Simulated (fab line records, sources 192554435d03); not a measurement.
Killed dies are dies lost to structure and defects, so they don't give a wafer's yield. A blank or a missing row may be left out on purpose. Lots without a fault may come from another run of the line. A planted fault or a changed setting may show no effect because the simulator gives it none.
Split-lot experiment | flow n5_finfet | 7 lots, 21 wafers read, on a route of 1938 steps

THE SPLIT
At N5_BEOL_M12_SPUTTER_44 (material Ta, target thk 10 nm, time 16.13 s), the setting power_w was moved away from the recipe's 15000 W on 9 of the 21 wafers read, by -10.7% to +15.3%. The other wafers ran this setting at the recipe's value.

The reading is taken at the split's own step.

THE READING
Ta_of_BEOL_M12_SPUTTER_44.thk_nm (the simulator's own value, which no gauge read), in nm, at N5_BEOL_M12_SPUTTER_44 (material Ta, target thk 10 nm, time 16.13 s). The file gives no usual value for it. The 12 wafers here that ran the recipe average 10.1 nm, standard deviation 0.17 nm.

wafer  | tool, chamber at the split | power_w as run, W | against the recipe | Ta_of_BEOL_M12_SPUTTER_44.thk_nm, nm | against lot-mates on the recipe
L079.1 | pvd_sputter-01, -          | 15000             | recipe             | 10                                   | -
L079.2 | pvd_sputter-01, -          | 13400             | -10.7%             | 9                                    | -1.0
L079.6 | pvd_sputter-01, -          | 13400             | -10.7%             | 9                                    | -1.0
L081.3 | pvd_sputter-01, -          | 15000             | recipe             | 10.2                                 | -
L081.5 | pvd_sputter-01, -          | 15000             | recipe             | 10.2                                 | -
L081.6 | pvd_sputter-01, -          | 15000             | recipe             | 10.2                                 | -
L082.1 | pvd_sputter-03, -          | 15000             | recipe             | 10.2                                 | -
L082.2 | pvd_sputter-03, -          | 17300             | +15.3%             | 11.6                                 | +1.4
L082.3 | pvd_sputter-03, -          | 17300             | +15.3%             | 11.6                                 | +1.4
L086.3 | pvd_sputter-02, -          | 15000             | recipe             | 10                                   | -
L086.6 | pvd_sputter-02, -          | 15000             | recipe             | 10                                   | -
L086.5 | pvd_sputter-02, -          | 15000             | recipe             | 10.2                                 | -
L088.1 | pvd_sputter-02, -          | 16520             | +10.1%             | 11.2                                 | +1.0
L088.4 | pvd_sputter-02, -          | 16520             | +10.1%             | 11.2                                 | +1.0
L088.2 | pvd_sputter-02, -          | 15000             | recipe             | 10.2                                 | -
L093.3 | pvd_sputter-01, -          | 17140             | +14.3%             | 11.8                                 | +1.4
L093.4 | pvd_sputter-01, -          | 17140             | +14.3%             | 11.6                                 | +1.2
L093.5 | pvd_sputter-01, -          | 15000             | recipe             | 10.4                                 | -
L095.1 | pvd_sputter-03, -          | 17270             | +15.1%             | 11.4                                 | +1.6
L095.2 | pvd_sputter-03, -          | 15000             | recipe             | 9.8                                  | -
L095.4 | pvd_sputter-03, -          | 15000             | recipe             | 9.8                                  | -

THE FIT
A straight line over all 21 wafers: Ta_of_BEOL_M12_SPUTTER_44.thk_nm changes by +0.102 nm for each +1% of power_w; r = +0.98; the points scatter about the line by 0.16 nm.
The same after taking each lot's own level away (the mean of its wafers on the recipe; 21 wafers): +0.0946 nm for each +1%; r = +1.00; scatter 0.068 nm.
On that fit, the largest move of power_w shifts the reading by 1.5 nm.
The lots' own levels span 9.80 to 10.40 nm, that is 3.5 times the standard deviation above.
So the lot-to-lot level changes the slope little: the two slopes agree.
Check: with one of the wafers moved furthest among these (+15.3%) left out of the fit, the line predicts +1.46 nm for it against its lot-mates. It came out at +1.4 nm against them.

OTHER SPLITS ON THESE WAFERS
These wafers also went through other splits before the reading. Each is held against what the fit with the lots' levels taken away leaves over:
other split on the same wafers    | wafers away from the commonest value | r with Ta_of_BEOL_M12_SPUTTER_44.thk_nm (lot level and that fit taken away)
N5_BEOL_M10_PEB_26 peb_time_s     | 8                                    | -0.13
N5_BEOL_M11_TRENCH_ETCH_37 time_s | 5                                    | -0.23
N5_BEOL_M11_CURE_72 time_s        | 7                                    | -0.34

THE FILE'S OWN FIT
Ta_of_BEOL_M12_SPUTTER_44.thk_nm changes by +0.0962 nm for each +1% of power_w, r = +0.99.
